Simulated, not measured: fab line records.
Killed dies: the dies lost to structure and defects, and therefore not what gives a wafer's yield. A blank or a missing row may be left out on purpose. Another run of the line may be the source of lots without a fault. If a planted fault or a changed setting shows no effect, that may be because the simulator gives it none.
The tool behind it: which one? || flow nand-harc || route of 1159 steps, sampled at 1 step: 12 lots, 36 wafers

== WHAT EACH GAUGE READ, for each wafer ==
NHARC_A_CONTACT_CD_MEAS_08: the cd target is 100 nm.
{"lot": "L077", "measured": "day 17 17:08", "on": "cd-sem-01", "cd-nm (nm)": "99.3 99.5 100.3"}
{"lot": "L075", "measured": "day 18 01:14", "on": "cd-sem-02", "cd-nm (nm)": "99.2 99.4 99.0"}
{"lot": "L078", "measured": "day 18 17:33", "on": "cd-sem-01", "cd-nm (nm)": "99.6 99.0 99.5"}
{"lot": "L080", "measured": "day 19 11:04", "on": "cd-sem-01", "cd-nm (nm)": "99.0 99.4 99.1"}
{"lot": "L084", "measured": "day 19 21:47", "on": "cd-sem-03", "cd-nm (nm)": "99.7 99.6 100.5"}
{"lot": "L085", "measured": "day 20 02:33", "on": "cd-sem-02", "cd-nm (nm)": "99.8 100.0 99.7"}
{"lot": "L089", "measured": "day 20 06:29", "on": "cd-sem-03", "cd-nm (nm)": "99.1 99.3 99.3"}
{"lot": "L086", "measured": "day 20 19:25", "on": "cd-sem-03", "cd-nm (nm)": "100.2 100.1 101.1"}
{"lot": "L088", "measured": "day 20 21:51", "on": "cd-sem-01", "cd-nm (nm)": "100.1 100.5 100.6"}
{"lot": "L093", "measured": "day 21 18:22", "on": "cd-sem-01", "cd-nm (nm)": "99.7 100.3 99.6"}
{"lot": "L094", "measured": "day 22 10:25", "on": "cd-sem-02", "cd-nm (nm)": "99.4 99.8 99.5"}
{"lot": "L097", "measured": "day 22 19:24", "on": "cd-sem-03", "cd-nm (nm)": "99.6 100.3 100.4"}

== EACH LOT AND THE TOOL THAT RAN IT (in order: tool; ch and the chambers of the sampled wafers; start) ==
The record holds no process step before these readings.

== THE ANSWER, worked out from the rows above alone ==
Rule: what is usual is taken from the lots themselves. The widest of any qualifying gaps counts: lots, ordered by their means at a reading, are off when they make up no more than a third of the lots, leave a main group of 4 or more, and stand apart from it by 3 or more times the standard deviation of that group's means. The tables above print the reading to a certain number of digits; a main group whose means all agree to those digits is not used. Also off: a lot with no number at a reading for which 4 or more lots have one. Where the step has rows for the other lots, those lots are counted as sound.
Across all readings shown, no lot is off: no conclusion can be drawn from this.

== WHAT WAS PUT IN BY THE SIMULATOR ==
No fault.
